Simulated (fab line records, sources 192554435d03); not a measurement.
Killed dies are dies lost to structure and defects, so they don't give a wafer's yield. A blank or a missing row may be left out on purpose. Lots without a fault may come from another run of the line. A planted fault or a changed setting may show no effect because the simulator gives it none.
Problem report in the 8D (eight disciplines) form, filled by code | flow n5_finfet | the parts of the form that need people (team, actions taken, sign-off) are left out

1. THE PROBLEM
M12_ILD_THK at N5_BEOL_M12_THK_MEAS_01 reads a mean of 555 nm on 3 wafers of 2 lots; wafers without a fault read 662 nm with a standard deviation of 8.9. That is -12 standard deviations from the usual mean.
First seen on wafer L667.1, day 17 07:22, on film_metro-02. The record holds 27 wafers of 9 lots with a number at this step. Rule for "out", or "out of limits": more than 4 standard deviations from the usual mean. The other wafers with a number count as sound.

2. WHAT IT IS AND WHAT IT IS NOT
question                    | is                     | is not
which readings at this step | M12_ILD_THK            | -
which lots                  | L666, L667             | L658, L661, L662, L664, L665, L671, L676
which wafers of those lots  | L666.3, L666.5, L667.1 | L666.4, L667.2, L667.3
read on which gauges        | film_metro-02          | film_metro-01
when                        | from day 17 07:22      | up to then (20 sound wafers); but 4 sound wafers of L666, L676 came after

3. SUSPECTS, AND WHAT RULES EACH OUT
Counting: a tool at a process step up to the reading stays a suspect if it ran every lot that is out. Sound lots after the first of them don't rule it out here, since some wafers of a struck lot are sound.
- the gauge at N5_BEOL_M12_THK_MEAS_01: ruled out. All the wafers that are out were read on film_metro-02, but those of them that N5_BEOL_M12_OCD_MEAS_35 has rows for are out there too, on other tools.
- pecvd-02 at N5_BEOL_M12_ILD_DEP_00 (deposits SiOC from DEMS/O2, target thk 658.92 nm, time 130.7 s): kept. It ran every lot that is out, first L667 (day 17 07:14); its last sound lot up to then is L671 (day 16 15:29).
- Within pecvd-02 at N5_BEOL_M12_ILD_DEP_00: the wafers that are out ran in chamber 1; their sound lot-mates ran in chambers 0, 2.
Left after counting: pecvd-02 at N5_BEOL_M12_ILD_DEP_00.

4. THE CAUSE (what the simulator had put in)
Site profile drift: pecvd-02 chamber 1, from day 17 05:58 on, at N5_BEOL_M12_ILD_DEP_00. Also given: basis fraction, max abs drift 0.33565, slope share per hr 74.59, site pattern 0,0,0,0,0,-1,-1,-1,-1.
Counting left only this tool.

5. THE CHAIN OF EFFECTS, in route order
Each row: a reading whose mean over the struck wafers that have a number lies more than 3 standard deviations from the usual. Only readings for which the record gives a usual standard deviation are gone through. hours: the time from each lot's start at the first step in this table that gives one to its start at this step, as a median over the lots. sigmas: the change in usual standard deviations.
hours | step                    | reading              | usual  | on struck wafers | change | sigmas
0     | N5_BEOL_M12_THK_MEAS_01 | M12_ILD_THK          | 662 nm | 555              | -107   | -12
2     | N5_BEOL_M12_OCD_MEAS_35 | trench_depth_nm      | 319 nm | 237              | -82    | -20
44    | N5_PASSIVATION_PROBE_49 | defect_limited_yield | 91.0 % | 77.1             | -13.9  | -9.2
44    | N5_PASSIVATION_PROBE_49 | killed_at_M4_up      | 13     | 168              | +155   | +33
44    | N5_PASSIVATION_PROBE_49 | killed_dies          | 106    | 270              | +164   | +9.1
44    | N5_PASSIVATION_PROBE_49 | sort_bin_5_function  | 5.3 %  | 18.5             | +13.2  | +14
44    | N5_PASSIVATION_PROBE_49 | sort_n_pass          | 1074   | 910              | -164   | -9.1
44    | N5_PASSIVATION_PROBE_49 | sort_yield_pct       | 91.0 % | 77.1             | -13.9  | -9.2
The process steps in it:
- N5_PASSIVATION_PROBE_49

6. WHAT WOULD HAVE CAUGHT IT SOONER
In this record the first reading out of limits at a measuring or inspecting step was taken at day 17 07:22, 1 hour after the fault began at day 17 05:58.
Of the tool readings at N5_BEOL_M12_ILD_DEP_00 for which the record gives a usual standard deviation, none was out on any struck wafer, so an alarm limit of 4 standard deviations on them would not have fired.
Of the lots that are out (2), L666 began N5_BEOL_M12_ILD_DEP_00 on pecvd-02 after day 17 07:22. A hold on the tool at that time would have spared it.
